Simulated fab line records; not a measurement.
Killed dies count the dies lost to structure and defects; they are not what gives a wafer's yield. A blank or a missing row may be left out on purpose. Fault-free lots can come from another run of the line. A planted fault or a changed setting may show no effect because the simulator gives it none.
fab line records    flow nandHarc    part 2 of 2: steps 5 to 6 of 6
record: lots: 23  wafers: 69  lastDay: 34
route steps=1302 shown A_STAIRCASE@677
lots untouched by any fault: they come from a run of this same line in which no faults occurred
startH: hours from the record's first day to the start of the lot's first wafer shown    waitH: hours from the lot's prior step to this one    " same as the row above    L1.1+2: several wafers, shown together as one row    - value missing, or start not given    * or withheld: withheld    < > ~ a bound
route shown NAME@n: names a module that has steps shown in the file, with the first one's number in the route    usual: average and standard deviation across the fault-free wafers    same: alike in all rows    chamber/n: place in a boat    sites: per-site readings    _std_site: the standard deviation of these    _edge_site: the outer-site mean with the inner-site mean subtracted    radiusMm: how far each site lies from the wafer's centre    mask NAME#n: copy n    behind: the last tool/chamber to shape the wafer    hold: why the lot went on hold/how many hours it stayed there/how the hold came to an end    device: names the non-switching transistor (n, p or np)    end of line: tests run on the same wafers once the route is complete    step lacking rows: just its recipe    killed: at the first sort, the dies lost to defects and structure; wafer yield is something else    map: a wafer's dies, marking killed ones x, the rest . and places with no die _
set.NAME: the setting as run; set.NAME@STEP: as run at that earlier step    model.NAME: the simulator's own value behind a step, which no gauge read
route steps across a sampled set of lots; one table per step, one row per wafer
services: the hour from which a tool's chamber was out of use, counted from the record's first day as startH (under 0 if before that day), plus the number of hours and why
== steps ==
step: NHARC_A_STAIRCASE_TRIM_202
recipe: timeS: 211.2  o2FlowSccm: 500  arFlowSccm: 0  biasW: 0  chemistry: O2
usual: drypumpMotorCurrentA: 5.6/0.32  oesProductAu: 1.002/0.0078  rfVppV: 57.8/0.81  showerheadPlenumPTorr: 3.52/0.14  throttleValvePct: 17.034/0.0081
lot.wafer  tool        chamber  startH  waitH  drypumpMotorCurrentA  oesProductAu  rfHoursCounterH  rfVppV  showerheadPlenumPTorr  throttleValvePct
L074.3     rieDiel-11  2        -       -      5.8                   1.016         24               57.8    3.28                   17.043
L074.2     "           0        "       "      5.3                   1.010         24               58.1    3.32                   17.039
L074.5     "           2        "       "      5.8                   1.011         -                57.3    3.28                   17.034
L075.4     rieDiel-02  3        -       -      5.2                   1.002         55               57.2    3.60                   17.039
L075.2     "           0        "       "      5.6                   1.012         53               58.4    3.32                   17.035
L075.1     "           1        "       "      5.8                   1.009         46               58.8    3.76                   17.034
L076.4     rieDiel-04  3        -       -      5.0                   0.997         4                57.0    3.47                   17.041
L076.6     "           2        "       "      6.0                   0.996         -                57.0    3.61                   17.033
L076.5     "           3        "       "      5.0                   1.008         -                56.9    3.47                   17.044
L077.2     rieDiel-11  0        -       -      5.3                   0.991         29               56.6    3.32                   17.042
L077.1     "           3        "       "      5.7                   1.001         32               57.3    3.66                   17.038
L077.5     "           0        "       "      5.4                   0.992         -                56.8    3.32                   17.034
L078.3     rieDiel-04  3        -       -      5.0                   1.008         10               57.8    3.47                   17.053
L078.1     "           2        "       "      6.0                   0.995         10               58.1    3.60                   17.022
L078.5     "           3        "       "      5.0                   1.009         -                58.8    3.47                   17.033
L079.3     rieDiel-02  0        -       -      5.7                   0.993         0                55.4    3.31                   17.037
L079.1     "           2        "       "      6.0                   0.981         0                58.1    3.43                   17.044
L079.5     "           1        "       "      5.8                   0.993         -                59.3    3.75                   17.038
L080.2     rieDiel-04  0        -       -      5.6                   1.008         18               58.0    3.65                   17.017
L080.6     "           2        "       "      6.0                   0.996         -                58.1    3.60                   17.030
L080.5     "           3        "       "      4.9                   1.004         -                57.4    3.46                   17.028
L081.4     rieDiel-04  1        -       -      5.7                   0.993         20               58.7    3.62                   17.015
L081.1     "           2        "       "      6.0                   1.006         20               58.9    3.60                   17.024
L081.6     "           1        "       "      5.7                   0.990         -                57.3    3.62                   17.027
L082.2     rieDiel-04  3        -       -      5.0                   1.008         23               58.8    3.46                   17.036
L082.1     "           0        "       "      5.6                   1.008         23               56.8    3.64                   17.032
L082.5     "           2        "       "      6.0                   1.007         -                57.8    3.59                   17.038
L084.2     rieDiel-02  0        -       -      5.6                   1.001         17               56.7    3.30                   17.034
L084.4     "           2        "       "      6.0                   0.996         24               57.2    3.41                   17.025
L084.6     "           3        "       "      5.2                   0.995         -                57.6    3.59                   17.033
L083.4     rieDiel-02  1        -       -      5.8                   1.002         24               58.2    3.74                   17.031
L083.3     "           3        "       "      5.2                   1.000         19               58.0    3.59                   17.026
L083.6     "           2        "       "      6.0                   0.997         -                57.8    3.41                   17.047
L085.4     rieDiel-04  3        -       -      5.0                   1.005         34               58.4    3.45                   17.042
L085.3     "           0        "       "      5.6                   1.009         35               58.2    3.64                   17.038
L085.6     "           3        "       "      5.0                   1.005         -                57.5    3.45                   17.035
L086.1     rieDiel-11  0        -       -      5.4                   1.008         15               56.9    3.30                   17.029
L086.3     "           1        "       "      5.8                   0.998         11               57.1    3.40                   17.042
L086.5     "           1        "       "      5.8                   1.001         -                58.6    3.40                   17.029
L087.1     rieDiel-02  3        -       -      5.2                   0.978         27               56.9    3.59                   17.032
L087.2     "           1        "       "      5.8                   0.999         31               59.7    3.73                   17.024
L087.5     "           0        "       "      5.6                   0.996         -                57.8    3.30                   17.031
L088.2     rieDiel-11  3        -       -      5.7                   1.009         20               57.9    3.64                   17.049
L088.4     "           3        "       "      5.8                   1.007         -                57.8    3.64                   17.025
L088.6     "           1        "       "      5.8                   1.012         -                57.6    3.40                   17.029
L089.3     rieDiel-04  2        -       -      5.9                   1.004         49               57.3    3.58                   17.042
L089.4     "           3        "       "      5.0                   1.006         47               57.8    3.45                   17.035
L089.1     "           0        "       "      5.6                   0.997         46               59.1    3.63                   17.033
L090.1     rieDiel-02  0        -       -      5.6                   1.001         34               56.6    3.30                   17.032
L090.3     "           1        "       "      5.8                   1.003         39               58.8    3.73                   17.041
L090.6     "           3        "       "      5.2                   1.001         -                58.0    3.58                   17.032
L093.3     rieDiel-04  1        -       -      5.7                   1.002         1                57.9    3.60                   17.054
L093.1     "           3        "       "      5.0                   1.013         1                57.6    3.44                   17.019
L093.5     "           0        "       "      5.6                   1.006         -                56.8    3.63                   17.043
L092.3     rieDiel-02  2        -       -      6.0                   1.005         53               57.5    3.40                   17.052
L092.4     "           3        "       "      5.2                   0.999         43               57.6    3.58                   17.055
L092.6     "           2        "       "      6.0                   0.994         -                57.2    3.40                   17.036
L095.1     rieDiel-02  0        -       -      5.6                   1.014         45               56.0    3.29                   17.033
L095.3     "           1        "       "      5.8                   0.992         52               56.6    3.72                   17.025
L095.2     "           2        "       "      6.0                   0.998         55               57.1    3.40                   17.029
L094.2     rieDiel-04  3        -       -      4.9                   1.006         11               55.9    3.44                   17.020
L094.6     "           0        "       "      5.6                   0.996         -                58.2    3.62                   17.032
L094.5     "           1        "       "      5.7                   1.000         -                59.0    3.59                   17.037
L096.2     rieDiel-04  3        -       -      5.0                   1.009         17               57.3    3.43                   17.035
L096.5     "           3        "       "      5.0                   1.008         -                58.2    3.43                   17.024
L096.6     "           0        "       "      5.6                   1.011         -                58.1    3.62                   17.035
L097.3     rieDiel-02  0        -       -      5.6                   1.008         6                57.3    3.28                   17.017
L097.2     "           1        "       "      5.8                   0.995         6                58.8    3.72                   17.047
L097.6     "           3        "       "      5.3                   0.997         -                56.8    3.57                   17.044
step: NHARC_A_STAIRCASE_TRIM_220
recipe: timeS: 211.2  o2FlowSccm: 500  arFlowSccm: 0  biasW: 0  chemistry: O2
usual: drypumpMotorCurrentA: 5.6/0.32  oesProductAu: 1.002/0.0079  rfVppV: 57.8/0.92  showerheadPlenumPTorr: 3.53/0.15  throttleValvePct: 17.037/0.01
lot.wafer  tool        chamber  startH  waitH  drypumpMotorCurrentA  oesProductAu  rfHoursCounterH  rfVppV  showerheadPlenumPTorr  throttleValvePct
L074.3     rieDiel-02  3        358.48  0.1    5.2                   1.004         48               57.7    3.61                   17.022
L074.2     "           1        "       "      5.8                   1.007         41               58.9    3.76                   17.047
L074.5     "           2        "       "      6.0                   1.010         -                57.7    3.43                   17.031
L075.4     rieDiel-04  0        377.95  0.1    5.6                   0.999         4                59.5    3.66                   17.035
L075.2     "           1        "       "      5.7                   0.992         3                59.0    3.63                   17.035
L075.1     "           2        "       "      6.0                   0.987         4                57.8    3.61                   17.031
L076.4     rieDiel-02  0        378.19  0.1    5.7                   1.016         54               58.7    3.32                   17.022
L076.6     "           1        "       "      5.8                   1.004         -                57.8    3.75                   17.058
L076.5     "           2        "       "      6.0                   1.012         -                57.8    3.43                   17.048
L077.1     rieDiel-11  0        378.43  0.1    5.3                   1.004         29               57.7    3.32                   17.030
L077.2     "           2        "       "      5.8                   1.014         30               55.9    3.28                   17.046
L077.5     "           3        "       "      5.8                   1.016         -                57.8    3.67                   17.052
L078.3     rieDiel-04  3        398.99  0.1    5.0                   1.006         10               57.7    3.47                   17.054
L078.1     "           0        "       "      5.6                   1.016         9                59.3    3.65                   17.034
L078.5     "           1        "       "      5.7                   1.001         -                57.4    3.63                   17.048
L079.3     rieDiel-04  2        405.61  0.1    6.0                   0.996         14               58.2    3.60                   17.039
L079.1     "           0        "       "      5.6                   1.010         12               57.2    3.65                   17.036
L079.5     "           3        "       "      5.0                   0.997         -                57.3    3.47                   17.040
L080.2     rieDiel-11  3        423.15  0.1    5.7                   1.020         55               55.3    3.65                   17.052
L080.6     "           1        "       "      5.8                   1.015         -                58.0    3.41                   17.040
L080.5     "           2        "       "      5.8                   1.011         -                57.8    3.27                   17.031
L081.4     rieDiel-04  3        424.30  0.2    5.0                   1.008         19               55.4    3.46                   17.036
L081.1     "           0        "       "      5.6                   1.009         19               57.0    3.65                   17.034
L081.6     "           3        "       "      5.0                   1.000         -                57.2    3.46                   17.039
L082.2     rieDiel-04  3        440.22  0.1    5.0                   0.997         24               56.8    3.46                   17.038
L082.1     "           0        "       "      5.6                   1.006         23               57.7    3.64                   17.043
L082.5     "           1        "       "      5.7                   0.998         -                57.6    3.62                   17.045
L084.2     rieDiel-11  3        459.74  0.1    5.7                   1.005         6                58.1    3.65                   17.045
L084.4     "           2        "       "      5.8                   0.985         4                60.2    3.81                   17.047
L084.6     "           0        "       "      5.4                   0.992         -                56.8    3.30                   17.037
L083.4     rieDiel-02  3        462.84  0.1    5.2                   0.998         19               59.2    3.59                   16.995
L083.3     "           1        "       "      5.8                   1.006         24               57.7    3.74                   17.032
L083.6     "           3        "       "      5.2                   0.992         -                58.8    3.59                   17.014
L085.3     rieDiel-02  2        473.53  0.1    6.0                   0.995         28               57.7    3.41                   17.042
L085.4     "           3        "       "      5.2                   0.989         23               57.4    3.59                   17.031
L085.6     "           3        "       "      5.3                   0.991         -                56.5    3.59                   17.024
L086.3     rieDiel-04  3        477.91  0.1    5.0                   0.995         36               58.2    3.45                   17.047
L086.1     "           0        "       "      5.6                   1.003         37               58.0    3.64                   17.052
L086.5     "           2        "       "      5.9                   0.993         -                58.3    3.59                   17.041
L087.2     rieDiel-11  1        484.67  0.1    5.7                   1.010         13               57.7    3.40                   17.014
L087.1     "           2        "       "      5.8                   1.004         11               57.0    3.80                   17.030
L087.5     "           2        "       "      5.8                   0.999         -                57.6    3.80                   17.016
L088.4     rieDiel-04  2        504.69  0.1    6.0                   0.999         49               59.6    3.58                   17.020
L088.2     "           3        "       "      5.0                   1.002         47               57.4    3.45                   17.039
L088.6     "           3        "       "      5.0                   0.993         -                58.9    3.45                   17.022
L089.1     rieDiel-04  2        505.57  0.1    6.0                   0.999         50               57.9    3.58                   17.050
L089.3     "           0        "       "      5.6                   1.005         46               59.8    3.63                   17.036
L089.4     "           1        "       "      5.7                   0.991         48               58.2    3.61                   17.037
L090.3     rieDiel-11  1        519.48  0.1    5.8                   1.016         22               57.8    3.40                   17.045
L090.1     "           3        "       "      5.7                   1.014         24               59.0    3.64                   17.043
L090.6     "           0        "       "      5.3                   1.004         -                60.0    3.29                   17.036
L093.1     rieDiel-11  3        549.10  0.1    5.7                   1.013         37               57.9    3.63                   17.053
L093.3     "           0        "       "      5.3                   1.009         42               56.6    3.29                   17.028
L093.5     "           3        "       "      5.7                   1.015         -                57.2    3.63                   17.024
L092.3     rieDiel-11  2        549.28  0.1    5.8                   0.991         31               58.6    3.79                   17.049
L092.4     "           0        "       "      5.3                   1.000         42               57.1    3.28                   17.043
L092.6     "           3        "       "      5.7                   1.008         -                58.3    3.63                   17.050
L095.2     rieDiel-02  2        559.90  0.1    6.0                   0.991         55               57.9    3.40                   17.045
L095.3     "           0        "       "      5.6                   1.000         45               56.4    3.29                   17.044
L095.1     "           1        "       "      5.8                   0.985         52               57.1    3.72                   17.043
L094.2     rieDiel-04  3        580.48  0.1    5.0                   1.002         11               56.6    3.43                   17.017
L094.5     "           2        "       "      6.0                   1.005         -                57.4    3.57                   17.045
L094.6     "           3        "       "      5.0                   0.998         -                59.3    3.44                   17.028
L096.2     rieDiel-11  0        594.87  0.1    5.3                   1.002         59               56.9    3.28                   17.054
L096.6     "           0        "       "      5.3                   1.003         -                55.0    3.28                   17.037
L096.5     "           2        "       "      5.8                   1.008         -                57.7    3.78                   17.045
L097.3     rieDiel-02  3        598.80  0.1    5.2                   0.998         7                57.8    3.57                   17.035
L097.2     "           0        "       "      5.6                   1.004         7                56.6    3.28                   17.037
L097.6     "           2        "       "      6.0                   0.998         -                57.1    3.39                   17.037
== services ==
tool        chamber  startH  hours  kind
rieDiel-02  0        324.19  -      clean
rieDiel-02  1        324.19  -      clean
rieDiel-02  2        324.19  -      clean
rieDiel-02  3        324.19  -      clean
rieDiel-11  2        329.85  5.9    repair
rieDiel-02  2        337.12  14.5   repair
rieDiel-02  1        345.74  9.2    repair
rieDiel-02  0        348.83  -      clean
rieDiel-02  3        348.83  -      clean
rieDiel-04  -        354.90  9.0    pm
rieDiel-02  0        373.33  -      clean
rieDiel-02  1        373.33  -      clean
rieDiel-02  2        373.33  -      clean
rieDiel-02  -        393.85  9.0    pm
rieDiel-11  -        435.05  9.0    pm
rieDiel-11  3        472.03  2.5    repair
rieDiel-11  2        475.80  1.7    repair
rieDiel-11  1        479.93  1.9    repair
rieDiel-11  2        499.34  4.3    repair
rieDiel-02  0        528.43  4.4    repair
rieDiel-04  -        531.90  9.0    pm
rieDiel-02  0        548.83  3.4    repair
rieDiel-02  -        573.09  9.0    pm
rieDiel-11  1        593.13  14.8   repair
